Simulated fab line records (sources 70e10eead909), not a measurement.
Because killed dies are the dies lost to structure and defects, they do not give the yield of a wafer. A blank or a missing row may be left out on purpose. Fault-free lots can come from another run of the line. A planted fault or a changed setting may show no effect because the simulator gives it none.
Matching of chambers ; flow nand_harc ; 4 sister chambers for NHARC_A_BONDPAD_CMP_29 on cmp-02
The step polishes SiCN, target thk 200 nm. 8 wafers are shown with their chamber, then 9 later ones without.

== WAFERS, EACH WITH ITS CHAMBER ==
wafer;chamber;motor_current_A (A)
L084.1;2;10.9
L084.3;3;11.8
L084.6;3;11.8
L086.5;1;14.7
L086.6;0;12.0
L092.1;2;11.0
L092.3;0;10.7
L092.5;1;13.7

== WAFERS WITH NO CHAMBER GIVEN ==
wafer;motor_current_A (A)
L093.3;11.1
L093.4;13.6
L093.5;12.3
L094.1;11.8
L094.2;12.8
L094.3;11.2
L094.4;13.8
L094.5;11.3
L094.6;12.4

== WHICH CHAMBER EACH WENT THROUGH ==
wafer;from the rows above;in truth
L093.3;can't be placed: 2 or 0 or 3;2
L093.4;1;1
L093.5;can't be placed: 3 or 0 or 2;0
L094.1;can't be placed: 3 or 0 or 2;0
L094.2;can't be placed: 3 or 1 or 0 or 2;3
L094.3;can't be placed: 0 or 2 or 3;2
L094.4;1;1
L094.5;can't be placed: 0 or 2 or 3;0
L094.6;can't be placed: 3 or 0 or 2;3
2 of 9 placed correctly. These rows do not allow placing 7 (true chamber among the candidates in 7). 0 placed wrongly.
How it was worked out, from the rows above alone: a wafer's distance from a chamber is the root of the sum, over the readings, of the square of ((its reading less the chamber's mean) divided by the reading's scatter). The wafer belongs to the nearest chamber; if the next one is less than 2 further off, it can't be placed. For every chamber, the mean is computed from those of its wafers that are shown. The scatter: take each reading less its chamber's mean, square it, sum over the shown wafers, divide by the number of wafers less the number of chambers, and take the root.
